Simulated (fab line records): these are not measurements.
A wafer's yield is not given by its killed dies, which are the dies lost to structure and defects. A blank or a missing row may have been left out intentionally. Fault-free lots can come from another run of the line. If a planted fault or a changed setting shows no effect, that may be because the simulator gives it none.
fab line records	flow n5_finfet
[record] lots = 24	wafers = 72	last_day = 17
route steps=1938 shown BEOL_M11@1587 BEOL_M12@1603
lots that met no fault: taken from a fault-free run of the same line
start_h: start of the lot's first displayed wafer, in hours after the record's first day	wait_h: hours elapsed since this lot's preceding step	" the same as in the row above	L1.1+2: a row that stands for several wafers	- value missing, or start not given	* or withheld: withheld	< > ~ a bound
route shown NAME@n: NAME is a module with steps in the file, n the number in the route of the first one	usual: mean/standard deviation of fault-free wafers	same: alike in all rows	chamber/n: place in a boat	sites: the reading at each site	_std_site: standard deviation across them	_edge_site: outer sites' mean less inner sites'	radius_mm: for every site, how far away it sits from the centre of the wafer	mask NAME#n: copy n	behind: the most recent tool/chamber to have shaped the wafer	hold: why the lot went on hold/how many hours it stayed there/how the hold came to an end	device: names the non-switching transistor (n, p or np)	end of line: the tests these same wafers got at the end of their route	where a step has no rows: the recipe by itself	killed: count of dies lost to structure and defects at first sort (not the wafer's yield)	map: the dies of a wafer, with x for killed, . for not killed, _ for no die there
set.NAME: the run value of the setting; set.NAME@STEP: its run value at that earlier step	model.NAME: the simulator's own value behind a step, which no gauge read
a sample of lots followed through the steps of the route, with each step as a table and each wafer as a row
services: a tool's chamber out of use, with start hour (start_h, from the record's first day; less than 0 if before it), hours out, and reason
[[steps]]
[step N5_BEOL_M11_CURE_72]
[recipe] temp_c = 370	time_s = 120	ambient = DMADMS/He	material = SiCOH_lowk
[usual] lamp_power_pct = 52.31/0.056	wafer_temp_C_max = 371.5/0.53
lot.wafer	tool	chamber	start_h	wait_h	lamp_power_pct	wafer_temp_C_max
L074.2	uv_cure-02	2	221.14	0.1	52.30	371.9
L074.3	"	2	"	"	52.33	372.2
L074.5	"	2	"	"	52.29	371.9
L075.3	uv_cure-02	1	221.61	0.1	52.29	371.0
L075.4	"	1	"	"	52.38	371.2
L075.6	"	1	"	"	52.18	371.5
L076.3	uv_cure-03	1	241.62	0.1	52.29	371.4
L076.4	"	1	"	"	52.32	371.1
L076.6	"	1	"	"	52.29	371.6
L077.1	uv_cure-02	1	241.85	0.2	52.26	371.3
L077.3	"	1	"	"	52.31	371.3
L077.4	"	1	"	"	52.26	370.9
L078.1	uv_cure-01	0	248.35	0.0	52.23	370.8
L078.3	"	0	"	"	52.42	371.6
L078.5	"	0	"	"	52.40	371.7
L081.1	uv_cure-03	2	265.33	0.0	52.37	371.2
L081.2	"	2	"	"	52.36	371.4
L081.3	"	2	"	"	52.24	371.3
L079.1	uv_cure-01	1	268.39	0.0	52.37	371.2
L079.4	"	1	"	"	52.32	371.9
L079.6	"	1	"	"	52.32	371.4
L080.1	uv_cure-01	2	268.99	0.4	52.33	372.2
L080.2	"	2	"	"	52.34	372.4
L080.4	"	2	"	"	52.26	372.3
L082.2	uv_cure-03	2	278.68	0.1	52.38	372.2
L082.4	"	2	"	"	52.34	371.8
L082.6	"	2	"	"	52.30	371.3
L083.3	uv_cure-02	0	290.18	0.1	52.35	371.4
L083.5	"	0	"	"	52.29	371.9
L083.6	"	0	"	"	52.40	371.7
L084.3	uv_cure-03	1	298.87	0.1	52.31	371.2
L084.4	"	1	"	"	52.25	370.8
L084.5	"	1	"	"	52.36	371.3
L085.3	uv_cure-03	0	302.45	0.3	52.30	372.2
L085.5	"	0	"	"	52.35	371.6
L085.6	"	0	"	"	52.25	371.5
L086.2	uv_cure-01	0	306.34	0.1	52.28	371.1
L086.3	"	0	"	"	52.31	371.6
L086.5	"	0	"	"	52.24	371.4
L088.3	uv_cure-01	0	315.67	0.1	52.30	371.0
L088.4	"	0	"	"	52.33	371.3
L088.6	"	0	"	"	52.27	371.0
L087.2	uv_cure-01	0	318.00	0.1	52.22	371.6
L087.3	"	0	"	"	52.33	371.0
L087.4	"	0	"	"	52.23	371.2
L089.4	uv_cure-02	2	322.00	0.2	52.35	372.1
L089.5	"	2	"	"	52.33	372.1
L089.6	"	2	"	"	52.21	372.4
L091.1	uv_cure-03	0	330.46	0.0	52.27	372.6
L091.2	"	0	"	"	52.27	372.2
L091.5	"	0	"	"	52.32	373.0
L090.3	uv_cure-02	0	331.11	0.3	52.37	371.1
L090.4	"	0	"	"	52.31	371.3
L090.5	"	0	"	"	52.29	371.6
L093.1	uv_cure-03	1	347.16	0.0	52.29	370.9
L093.2	"	1	"	"	52.42	370.9
L093.3	"	1	"	"	52.40	371.0
L092.1	uv_cure-03	1	347.86	0.3	52.31	370.7
L092.2	"	1	"	"	52.24	370.9
L092.3	"	1	"	"	52.30	370.6
L095.1	uv_cure-03	0	354.21	0.0	52.39	371.6
L095.2	"	0	"	"	52.32	372.8
L095.3	"	0	"	"	52.30	371.7
L097.1	uv_cure-02	0	355.72	0.0	52.35	371.7
L097.3	"	0	"	"	52.33	370.9
L097.6	"	0	"	"	52.26	371.6
L094.2	uv_cure-02	2	357.03	0.1	52.32	371.4
L094.4	"	2	"	"	52.34	372.0
L094.5	"	2	"	"	52.31	372.4
L096.2	uv_cure-03	0	358.50	0.1	52.34	372.3
L096.3	"	0	"	"	52.32	372.0
L096.4	"	0	"	"	52.38	372.1
[step N5_BEOL_M12_THK_MEAS_01]
[recipe] reads = SiOC_of_BEOL_M12_ILD_DEP_00
[usual] M12_ILD_THK = 658/9
lot.wafer	tool	chamber	start_h	wait_h	M12_ILD_THK[nm]
L074.2	film_metro-02	-	224.36	0.1	659
L074.3	"	-	"	"	662
L074.5	"	-	"	"	681
L075.3	film_metro-02	-	224.94	0.1	664
L075.4	"	-	"	"	654
L075.6	"	-	"	"	659
L076.3	film_metro-02	-	243.92	0.1	648
L076.4	"	-	"	"	660
L076.6	"	-	"	"	664
L077.1	film_metro-01	-	245.39	0.1	657
L077.3	"	-	"	"	662
L077.4	"	-	"	"	673
L078.1	film_metro-01	-	251.57	0.1	660
L078.3	"	-	"	"	655
L078.5	"	-	"	"	670
L081.1	film_metro-01	-	267.62	0.1	649
L081.2	"	-	"	"	644
L081.3	"	-	"	"	650
L079.1	film_metro-02	-	270.82	0.1	667
L079.4	"	-	"	"	672
L079.6	"	-	"	"	669
L080.1	film_metro-01	-	271.55	0.1	637
L080.2	"	-	"	"	636
L080.4	"	-	"	"	655
L082.2	film_metro-02	-	282.55	0.1	655
L082.4	"	-	"	"	660
L082.6	"	-	"	"	653
L083.3	film_metro-01	-	293.18	0.1	664
L083.5	"	-	"	"	661
L083.6	"	-	"	"	665
L084.3	film_metro-02	-	301.12	0.1	651
L084.4	"	-	"	"	663
L084.5	"	-	"	"	665
L085.3	film_metro-01	-	305.11	0.1	652
L085.5	"	-	"	"	667
L085.6	"	-	"	"	655
L086.2	film_metro-01	-	309.44	0.1	664
L086.3	"	-	"	"	658
L086.5	"	-	"	"	672
L088.3	film_metro-01	-	318.23	0.1	653
L088.4	"	-	"	"	646
L088.6	"	-	"	"	666
L087.2	film_metro-01	-	320.46	0.1	658
L087.3	"	-	"	"	666
L087.4	"	-	"	"	663
L089.4	film_metro-01	-	325.68	0.0	660
L089.5	"	-	"	"	669
L089.6	"	-	"	"	663
L091.1	film_metro-01	-	333.20	0.1	660
L091.2	"	-	"	"	652
L091.5	"	-	"	"	674
L090.3	film_metro-01	-	335.39	0.1	664
L090.4	"	-	"	"	672
L090.5	"	-	"	"	669
L093.1	film_metro-02	-	349.53	0.1	649
L093.2	"	-	"	"	643
L093.3	"	-	"	"	648
L092.1	film_metro-01	-	350.68	0.1	652
L092.2	"	-	"	"	649
L092.3	"	-	"	"	651
L095.1	film_metro-01	-	357.37	0.1	649
L095.2	"	-	"	"	653
L095.3	"	-	"	"	651
L097.1	film_metro-01	-	358.61	0.1	654
L097.3	"	-	"	"	644
L097.6	"	-	"	"	656
L094.2	film_metro-01	-	360.10	0.1	645
L094.4	"	-	"	"	655
L094.5	"	-	"	"	643
L096.2	film_metro-01	-	362.54	0.1	649
L096.3	"	-	"	"	655
L096.4	"	-	"	"	660
[step N5_BEOL_M12_CD_MEAS_17]
[recipe] target_cd_nm = 140	polarity = opening
[usual] cd_nm = 141.8/2.3
lot.wafer	tool	chamber	start_h	wait_h	cd_nm
L074.2	cd_sem-03	-	225.26	0.0	139.3
L074.3	"	-	"	"	139.2
L074.5	"	-	"	"	139.4
L075.3	cd_sem-02	-	225.82	0.0	141.0
L075.4	"	-	"	"	146.2
L075.6	"	-	"	"	145.4
L076.3	cd_sem-02	-	244.93	0.0	141.1
L076.4	"	-	"	"	140.9
L076.6	"	-	"	"	144.1
L077.1	cd_sem-01	-	246.34	0.0	143.4
L077.3	"	-	"	"	143.9
L077.4	"	-	"	"	140.3
L078.1	cd_sem-03	-	252.47	0.0	139.9
L078.3	"	-	"	"	140.6
L078.5	"	-	"	"	141.4
L081.1	cd_sem-01	-	268.51	0.0	142.3
L081.2	"	-	"	"	142.2
L081.3	"	-	"	"	139.9
L079.1	cd_sem-03	-	271.71	0.0	138.9
L079.4	"	-	"	"	141.6
L079.6	"	-	"	"	139.4
L080.1	cd_sem-03	-	272.56	0.0	140.6
L080.2	"	-	"	"	141.6
L080.4	"	-	"	"	142.7
L082.2	cd_sem-03	-	283.65	0.0	136.0
L082.4	"	-	"	"	143.5
L082.6	"	-	"	"	145.7
L083.3	cd_sem-03	-	294.43	0.0	145.1
L083.5	"	-	"	"	143.7
L083.6	"	-	"	"	140.4
L084.3	cd_sem-03	-	302.14	0.0	140.5
L084.4	"	-	"	"	141.4
L084.5	"	-	"	"	138.4
L085.3	cd_sem-02	-	306.12	0.0	139.8
L085.5	"	-	"	"	142.3
L085.6	"	-	"	"	142.9
L086.2	cd_sem-02	-	310.45	0.0	144.4
L086.3	"	-	"	"	143.8
L086.5	"	-	"	"	143.1
L088.3	cd_sem-03	-	319.16	0.0	142.5
L088.4	"	-	"	"	143.9
L088.6	"	-	"	"	144.5
L087.2	cd_sem-03	-	321.47	0.0	141.0
L087.3	"	-	"	"	142.0
L087.4	"	-	"	"	144.8
L089.4	cd_sem-03	-	327.34	0.0	135.7
L089.5	"	-	"	"	139.7
L089.6	"	-	"	"	141.5
L091.1	cd_sem-03	-	334.21	0.0	142.6
L091.2	"	-	"	"	141.2
L091.5	"	-	"	"	140.8
L090.3	cd_sem-01	-	337.04	0.0	143.7
L090.4	"	-	"	"	143.3
L090.5	"	-	"	"	143.2
L093.1	cd_sem-01	-	350.45	0.0	142.7
L093.2	"	-	"	"	140.1
L093.3	"	-	"	"	146.6
L092.1	cd_sem-03	-	351.62	0.0	140.7
L092.2	"	-	"	"	143.0
L092.3	"	-	"	"	142.7
L095.1	cd_sem-02	-	358.53	0.0	139.6
L095.2	"	-	"	"	143.2
L095.3	"	-	"	"	142.0
L097.1	cd_sem-01	-	360.01	0.0	138.4
L097.3	"	-	"	"	142.3
L097.6	"	-	"	"	145.5
L094.2	cd_sem-01	-	361.11	0.0	142.3
L094.4	"	-	"	"	139.7
L094.5	"	-	"	"	137.3
L096.2	cd_sem-03	-	363.44	0.0	145.0
L096.3	"	-	"	"	143.6
L096.4	"	-	"	"	145.3
[step N5_BEOL_M12_DESCUM_33]
[recipe] chemistry = O2	time_s = 7.9	source_power_w = 50	bias_power_w = 20	pressure_mtorr = 20	rf_frequency_hz = 2.712e+07	temp_c = 40	o2_flow_sccm = 225
[usual] bias_power_w = 19.99/0.06	drypump_motor_current_A = 5.8/0.51	oes_product_au = 0.79/0.044	rf_vpp_V = 243.3/1.4	showerhead_plenum_p_Torr = 2.09/0.067	throttle_valve_pct = 20.55/0.26
lot.wafer	tool	chamber	start_h	wait_h	bias_power_w	drypump_motor_current_A	oes_product_au	rf_hours_counter_h	rf_vpp_V	showerhead_plenum_p_Torr	throttle_valve_pct
L074.2	rie_diel-03	3	225.67	0.0	19.96	5.3	0.85	79	244.5	2.21	20.56
L074.3	"	2	"	"	19.92	5.8	0.77	174	242.4	2.00	20.46
L074.5	"	2	"	"	19.91	5.8	0.76	-	240.9	2.00	20.46
L075.3	rie_diel-01	3	226.36	0.0	20.10	5.5	0.79	112	243.1	2.09	20.64
L075.4	"	2	"	"	20.04	6.3	0.85	56	243.9	2.10	20.43
L075.6	"	3	"	"	20.01	5.5	0.78	-	243.3	2.09	20.64
L076.3	rie_diel-06	0	245.34	0.0	19.95	6.4	0.82	71	245.5	2.20	19.92
L076.4	"	3	"	"	19.98	6.8	0.85	65	244.7	2.20	20.37
L076.6	"	1	"	"	20.09	5.7	0.84	-	242.1	2.14	20.51
L077.1	rie_diel-03	2	246.91	0.2	19.91	5.7	0.75	181	241.6	2.00	20.49
L077.3	"	0	"	"	20.04	5.6	0.87	36	243.6	2.13	20.37
L077.4	"	1	"	"	19.95	6.6	0.77	137	243.9	2.09	20.89
L078.1	rie_diel-06	3	253.22	0.2	20.03	6.8	0.86	68	244.5	2.20	20.37
L078.3	"	1	"	"	20.00	5.7	0.85	79	245.2	2.14	20.53
L078.5	"	3	"	"	19.95	6.8	0.84	-	244.2	2.20	20.36
L081.1	rie_diel-03	3	269.05	0.0	20.02	5.3	0.82	94	244.7	2.20	20.58
L081.2	"	1	"	"	20.10	6.5	0.75	146	243.5	2.09	20.92
L081.3	"	2	"	"	19.95	5.7	0.74	189	242.4	1.99	20.49
L079.1	rie_diel-01	1	272.12	0.0	19.97	6.0	0.82	105	241.5	2.03	20.93
L079.4	"	3	"	"	20.00	5.6	0.78	127	243.6	2.09	20.65
L079.6	"	3	"	"	19.96	5.5	0.77	-	243.7	2.09	20.66
L080.1	rie_diel-06	3	273.10	0.0	19.89	6.8	0.85	74	244.7	2.20	20.39
L080.2	"	1	"	"	20.06	5.7	0.84	85	244.8	2.13	20.54
L080.4	"	0	"	"	20.00	6.4	0.82	80	244.4	2.19	19.93
L082.2	rie_diel-06	3	284.23	0.2	19.90	6.7	0.85	79	244.5	2.20	20.38
L082.4	"	2	"	"	20.01	5.1	0.70	201	241.2	1.99	20.69
L082.6	"	2	"	"	20.04	5.1	0.70	-	241.7	1.99	20.68
L083.3	rie_diel-03	2	294.97	0.0	19.90	5.8	0.74	198	241.2	1.99	20.49
L083.5	"	0	"	"	20.03	5.5	0.86	-	244.1	2.12	20.39
L083.6	"	1	"	"	19.99	6.6	0.76	-	243.1	2.09	20.92
L084.3	rie_diel-06	1	302.55	0.0	20.00	5.7	0.82	96	244.1	2.13	20.56
L084.4	"	2	"	"	20.07	5.1	0.68	208	241.2	1.99	20.68
L084.5	"	2	"	"	19.99	5.1	0.69	-	241.2	1.99	20.68
L085.3	rie_diel-03	3	306.66	0.2	20.13	5.3	0.81	107	245.2	2.20	20.59
L085.5	"	0	"	"	20.03	5.5	0.84	-	244.0	2.12	20.41
L085.6	"	3	"	"	20.05	5.2	0.81	-	246.6	2.20	20.59
L086.2	rie_diel-06	1	311.13	0.2	19.92	5.7	0.81	99	243.8	2.13	20.57
L086.3	"	3	"	"	19.99	6.8	0.82	87	244.7	2.19	20.40
L086.5	"	0	"	"	20.03	6.4	0.79	-	244.5	2.19	19.95
L088.3	rie_diel-03	3	319.62	0.1	19.91	5.3	0.81	111	243.6	2.20	20.62
L088.4	"	0	"	"	20.00	5.5	0.84	62	244.6	2.12	20.40
L088.6	"	2	"	"	19.95	5.8	0.73	-	240.9	1.99	20.50
L087.2	rie_diel-01	1	322.23	0.4	20.02	6.0	0.81	123	242.0	2.02	20.96
L087.3	"	3	"	"	19.98	5.5	0.76	145	244.3	2.08	20.68
L087.4	"	2	"	"	20.02	6.3	0.82	85	244.1	2.09	20.49
L089.4	rie_diel-01	0	327.87	0.0	19.88	5.2	0.77	134	243.0	2.10	20.25
L089.5	"	3	"	"	20.03	5.5	0.75	-	244.3	2.08	20.69
L089.6	"	0	"	"	20.03	5.2	0.77	-	243.8	2.10	20.25
L091.1	rie_diel-01	0	335.11	0.5	20.03	5.2	0.78	138	244.7	2.10	20.25
L091.2	"	2	"	"	20.12	6.3	0.81	91	243.3	2.09	20.50
L091.5	"	0	"	"	19.94	5.2	0.77	-	244.7	2.10	20.27
L090.3	rie_diel-06	1	337.58	0.2	20.02	5.7	0.80	109	244.3	2.13	20.59
L090.4	"	2	"	"	20.06	5.1	0.68	221	242.5	1.99	20.71
L090.5	"	2	"	"	20.01	5.1	0.68	-	240.7	1.99	20.73
L093.1	rie_diel-01	2	350.86	0.0	20.00	6.3	0.80	98	243.5	2.09	20.52
L093.2	"	0	"	"	20.10	5.2	0.77	144	244.8	2.10	20.28
L093.3	"	3	"	"	19.86	5.5	0.75	157	243.1	2.08	20.69
L092.1	rie_diel-01	0	353.30	0.0	19.98	5.2	0.76	145	242.5	2.10	20.26
L092.2	"	1	"	"	19.91	6.0	0.79	136	242.4	2.02	20.97
L092.3	"	2	"	"	19.97	6.3	0.79	99	242.1	2.09	20.50
L095.1	rie_diel-01	3	359.16	0.1	20.03	5.5	0.75	160	244.1	2.07	20.70
L095.2	"	1	"	"	19.97	6.0	0.79	138	241.7	2.02	20.98
L095.3	"	0	"	"	19.94	5.2	0.77	147	243.1	2.10	20.27
L097.1	rie_diel-01	1	360.55	0.0	19.92	6.0	0.79	138	241.3	2.02	20.99
L097.3	"	0	"	"	19.96	5.2	0.76	147	243.8	2.10	20.26
L097.6	"	2	"	"	19.95	6.3	0.81	-	242.7	2.09	20.53
L094.2	rie_diel-01	0	361.53	0.0	19.91	5.2	0.77	148	242.6	2.09	20.26
L094.4	"	2	"	"	20.03	6.3	0.80	102	242.9	2.09	20.52
L094.5	"	1	"	"	20.02	6.0	0.79	-	241.7	2.02	20.97
L096.2	rie_diel-01	3	363.85	0.0	20.02	5.5	0.74	161	243.6	2.07	20.69
L096.3	"	2	"	"	20.07	6.3	0.80	103	244.1	2.09	20.50
L096.4	"	1	"	"	19.91	6.0	0.79	140	241.9	2.02	20.99
[step N5_BEOL_M12_STRIP_37]
[recipe] chemistry = N2/H2	power_w = 1000	temp_c = 250	h2_frac = 0.65	overash_fraction = 0.3	pressure_mtorr = withheld	n2_flow_sccm = 1750	h2_flow_sccm = 3250
[usual] drypump_motor_current_A = 5.19/0.28	heater_power_w = 323/36	oes_product_au = 0.790/0.011
lot.wafer	tool	chamber	start_h	wait_h	drypump_motor_current_A	heater_power_w	oes_product_au	rf_hours_counter_h
L074.2	plasma_asher-02	1	226.23	0.0	4.87	283	0.795	113
L074.3	"	0	"	"	5.29	354	0.780	-
L074.5	"	0	"	"	5.27	347	0.807	-
L075.3	plasma_asher-02	1	227.15	0.3	4.86	276	0.797	-
L075.4	"	0	"	"	5.33	342	0.799	-
L075.6	"	1	"	"	4.85	280	0.774	-
L076.3	plasma_asher-02	0	246.10	0.2	5.30	353	0.774	-
L076.4	"	1	"	"	4.87	277	0.781	-
L076.6	"	1	"	"	4.89	280	0.805	-
L077.1	plasma_asher-02	1	247.62	0.2	4.89	280	0.778	120
L077.3	"	0	"	"	5.29	349	0.793	-
L077.4	"	1	"	"	4.88	278	0.806	-
L078.1	plasma_asher-02	1	253.78	0.0	4.88	279	0.802	124
L078.3	"	1	"	"	4.90	280	0.800	-
L078.5	"	1	"	"	4.87	283	0.793	-
L081.1	plasma_asher-02	1	269.60	0.0	4.87	279	0.787	129
L081.2	"	0	"	"	5.27	344	0.780	129
L081.3	"	0	"	"	5.36	341	0.787	-
L079.1	plasma_asher-01	0	272.68	0.0	5.55	365	0.810	71
L079.4	"	1	"	"	4.99	296	0.787	-
L079.6	"	0	"	"	5.58	371	0.798	-
L080.1	plasma_asher-02	1	273.66	0.0	4.90	278	0.793	129
L080.2	"	0	"	"	5.32	348	0.805	129
L080.4	"	1	"	"	4.88	278	0.786	-
L082.2	plasma_asher-01	1	284.85	0.1	5.00	289	0.789	73
L082.4	"	1	"	"	5.01	300	0.790	-
L082.6	"	0	"	"	5.60	355	0.808	-
L083.3	plasma_asher-02	1	295.54	0.1	4.90	277	0.787	-
L083.5	"	1	"	"	4.88	276	0.784	-
L083.6	"	0	"	"	5.29	346	0.782	-
L084.3	plasma_asher-01	1	303.13	0.1	5.00	297	0.766	-
L084.4	"	0	"	"	5.58	357	0.788	-
L084.5	"	0	"	"	5.60	368	0.782	-
L085.3	plasma_asher-01	0	307.24	0.1	5.61	358	0.798	-
L085.5	"	0	"	"	5.58	364	0.793	-
L085.6	"	1	"	"	5.00	301	0.798	-
L086.2	plasma_asher-01	1	311.68	0.0	5.02	303	0.798	79
L086.3	"	0	"	"	5.58	366	0.798	-
L086.5	"	0	"	"	5.61	358	0.775	-
L088.3	plasma_asher-02	1	320.20	0.1	4.88	284	0.794	-
L088.4	"	0	"	"	5.33	358	0.789	-
L088.6	"	0	"	"	5.33	350	0.777	-
L087.2	plasma_asher-01	0	322.78	0.0	5.61	361	0.804	81
L087.3	"	0	"	"	5.61	366	0.784	-
L087.4	"	1	"	"	4.99	298	0.804	-
L089.4	plasma_asher-01	0	328.45	0.1	5.62	353	0.795	-
L089.5	"	0	"	"	5.60	370	0.792	-
L089.6	"	1	"	"	4.98	292	0.786	-
L091.1	plasma_asher-01	1	335.77	0.1	5.01	301	0.802	87
L091.2	"	0	"	"	5.60	357	0.802	87
L091.5	"	0	"	"	5.61	357	0.773	-
L090.3	plasma_asher-01	1	338.28	0.2	5.02	305	0.783	-
L090.4	"	0	"	"	5.57	364	0.797	-
L090.5	"	0	"	"	5.55	370	0.782	-
L093.1	plasma_asher-01	1	351.53	0.1	5.00	299	0.809	93
L093.2	"	0	"	"	5.65	356	0.796	93
L093.3	"	0	"	"	5.66	367	0.799	-
L092.1	plasma_asher-01	1	353.85	0.0	5.01	295	0.783	93
L092.2	"	0	"	"	5.61	358	0.774	93
L092.3	"	0	"	"	5.62	366	0.781	-
L095.1	plasma_asher-02	1	359.72	0.0	4.85	274	0.782	141
L095.2	"	0	"	"	5.29	363	0.774	141
L095.3	"	1	"	"	4.85	281	0.793	-
L097.1	plasma_asher-01	1	361.11	0.0	5.03	305	0.805	95
L097.3	"	1	"	"	5.01	298	0.783	-
L097.6	"	0	"	"	5.55	359	0.789	-
L094.2	plasma_asher-02	0	362.09	0.0	5.32	364	0.794	141
L094.4	"	0	"	"	5.30	356	0.794	-
L094.5	"	0	"	"	5.29	354	0.775	-
L096.2	plasma_asher-02	1	364.41	0.0	4.87	281	0.792	142
L096.3	"	0	"	"	5.30	357	0.787	-
L096.4	"	1	"	"	4.89	263	0.785	-
[step N5_BEOL_M12_CMP_49]
[recipe] stop_on = SiOC	t_overpolish_s = 20.6	down_force_psi = 1	platen_rpm = 50	clearing_platen_down_force_psi = 1.5	clearing_platen_rpm = 50	post_cmp_clean = cu_alkaline	target_thk_nm = 320	clearing_platen_pad_velocity_m_s = 0.99484	pad_velocity_m_s = 0.99484
[usual] barrier_field_endpoint_s = 30.5/0.87	clearing_platen_rpm = 50.002/0.028	motor_current_A = 6.1/0.56	overpolish_run_s = 20.601/0.0089	platen_rpm = 50.00/0.033
lot.wafer	tool	chamber	start_h	wait_h	barrier_field_endpoint_s	clearing_platen_rpm	motor_current_A	overpolish_run_s	platen_rpm
L074.2	cmp-04	1	228.67	0.2	29.5	50.012	5.9	20.591	49.96
L074.3	"	3	"	"	30.5	49.972	5.5	20.617	49.98
L074.5	"	1	"	"	31.1	49.994	5.7	20.596	50.00
L075.4	cmp-04	3	229.09	0.2	29.9	50.007	5.7	20.607	50.00
L075.3	"	0	"	"	30.5	50.006	6.3	20.577	49.95
L075.6	"	1	"	"	30.7	50.022	5.9	20.617	50.02
L076.4	cmp-01	3	251.40	0.1	29.7	49.984	6.6	20.595	50.01
L076.3	"	2	"	"	30.0	50.035	5.8	20.604	49.93
L076.6	"	0	"	"	29.9	50.028	6.7	20.583	49.99
L077.1	cmp-04	1	251.53	0.3	32.2	50.066	6.0	20.591	49.99
L077.3	"	2	"	"	30.7	50.003	5.2	20.595	49.98
L077.4	"	0	"	"	31.7	49.981	6.6	20.592	50.01
L078.1	cmp-04	1	258.61	0.3	30.9	49.933	5.5	20.612	49.99
L078.3	"	2	"	"	30.7	49.951	5.1	20.610	49.96
L078.5	"	1	"	"	31.6	49.953	5.6	20.603	49.94
L081.1	cmp-02	1	271.01	0.3	28.0	49.996	7.5	20.604	50.00
L081.2	"	3	"	"	29.5	50.013	5.4	20.588	50.04
L081.3	"	0	"	"	29.9	50.016	6.0	20.608	49.96
L079.4	cmp-04	2	276.11	0.1	29.9	49.991	5.1	20.594	50.01
L079.1	"	0	"	"	30.8	49.991	6.4	20.620	50.02
L079.6	"	2	"	"	30.4	49.995	4.9	20.609	49.98
L080.4	cmp-04	0	276.80	0.1	31.8	50.004	6.5	20.594	50.02
L080.1	"	1	"	"	30.7	50.051	5.8	20.593	49.99
L080.2	"	2	"	"	30.8	50.015	5.3	20.606	50.00
L082.2	cmp-01	2	287.52	0.2	30.1	49.984	5.8	20.591	50.01
L082.4	"	1	"	"	31.2	49.987	6.4	20.618	50.00
L082.6	"	2	"	"	30.5	49.992	5.9	20.606	50.06
L083.3	cmp-02	3	300.32	0.3	30.3	49.995	5.8	20.608	49.98
L083.5	"	3	"	"	31.0	50.015	5.9	20.596	49.99
L083.6	"	0	"	"	31.1	50.012	6.1	20.590	50.02
L084.3	cmp-02	0	306.93	0.2	29.7	50.035	6.1	20.610	50.01
L084.4	"	3	"	"	29.6	50.057	5.6	20.605	49.98
L084.5	"	1	"	"	28.6	49.970	7.3	20.604	49.98
L085.3	cmp-02	0	313.46	0.2	30.5	49.994	6.1	20.610	49.96
L085.6	"	3	"	"	30.8	50.004	5.5	20.602	49.98
L085.5	"	0	"	"	29.9	50.010	6.1	20.606	49.98
L086.2	cmp-02	1	314.09	0.5	29.4	50.032	7.0	20.596	50.01
L086.3	"	2	"	"	30.2	50.075	6.8	20.586	50.01
L086.5	"	0	"	"	30.7	49.990	6.1	20.597	49.99
L088.4	cmp-02	1	323.18	0.2	29.2	49.989	7.5	20.597	50.01
L088.3	"	2	"	"	30.4	49.996	6.6	20.598	49.98
L088.6	"	0	"	"	30.2	50.046	6.0	20.590	50.07
L087.4	cmp-01	1	325.88	0.1	30.7	49.943	6.6	20.594	49.98
L087.2	"	2	"	"	30.3	49.997	5.7	20.601	49.97
L087.3	"	0	"	"	29.8	49.998	6.6	20.576	49.98
L089.4	cmp-01	2	329.62	0.2	31.1	49.986	5.8	20.602	49.98
L089.5	"	0	"	"	30.4	50.036	6.3	20.605	50.00
L089.6	"	1	"	"	31.5	50.039	6.5	20.588	50.01
L091.1	cmp-01	3	337.24	0.3	29.3	49.931	6.3	20.602	50.03
L091.2	"	1	"	"	30.7	50.006	6.8	20.600	49.99
L091.5	"	3	"	"	29.1	49.959	6.1	20.603	50.01
L090.4	cmp-01	2	340.23	0.2	30.8	50.003	5.6	20.604	49.99
L090.3	"	3	"	"	29.9	49.986	6.5	20.596	50.02
L090.5	"	1	"	"	30.9	50.014	6.6	20.591	49.98
L093.2	cmp-01	2	356.80	0.2	31.8	49.997	5.9	20.590	49.92
L093.1	"	0	"	"	31.1	49.986	6.4	20.604	50.02
L093.3	"	1	"	"	32.1	50.015	6.9	20.604	49.96
L092.2	cmp-01	2	357.40	0.2	30.4	49.979	5.4	20.595	50.05
L092.1	"	3	"	"	29.0	50.040	6.2	20.618	49.98
L092.3	"	0	"	"	30.1	49.992	6.6	20.602	49.99
L095.1	cmp-01	1	363.00	0.3	32.0	49.967	6.7	20.590	49.98
L095.3	"	2	"	"	32.8	49.992	5.5	20.601	49.98
L095.2	"	3	"	"	30.3	49.989	6.0	20.618	50.00
L094.2	cmp-01	1	365.36	0.2	31.1	49.998	6.4	20.609	49.99
L094.4	"	2	"	"	30.8	50.009	5.9	20.603	49.97
L094.5	"	1	"	"	31.4	50.019	6.6	20.607	50.02
L097.3	cmp-04	0	365.98	0.2	31.8	49.997	5.9	20.614	50.04
L097.1	"	1	"	"	31.4	49.979	5.8	20.606	50.00
L097.6	"	2	"	"	31.6	49.999	5.1	20.598	49.99
L096.3	cmp-01	0	367.47	0.2	30.2	50.019	6.8	20.588	49.92
L096.2	"	1	"	"	31.3	50.056	6.7	20.593	50.04
L096.4	"	3	"	"	29.6	50.009	6.4	20.596	49.92
[[services]]
tool	chamber	start_h	hours	kind
uv_cure-01	-	207.63	14.6	pm
plasma_asher-01	-	223.36	41.9	repair
cmp-02	-	224.12	7.7	pm
uv_cure-03	-	234.40	1.0	pm
cmp-01	-	235.74	4.0	pm
cmp-01	-	239.74	5.7	pm
cmp-04	-	246.18	0.4	repair
cmp-01	-	258.42	2.3	repair
rie_diel-03	1	275.76	6.8	repair
uv_cure-01	-	276.62	0.5	repair
cmp-04	-	295.26	0.6	repair
uv_cure-03	-	297.98	0.5	repair
plasma_asher-02	-	301.81	0.7	repair
cmp-04	-	303.85	2.2	repair
uv_cure-02	-	311.98	9.2	pm
rie_diel-06	-	314.19	0.5	repair
cmp-04	-	316.98	1.5	repair
plasma_asher-02	-	323.99	28.1	pm
cmp-01	-	328.54	0.9	repair
cmp-01	-	334.46	2.0	repair
cmp-01	-	344.40	0.6	repair
cmp-01	-	350.34	0.8	repair
rie_diel-01	1	365.34	4.0	repair
plasma_asher-02	-	365.34	7.7	repair
[[key]]
fault none
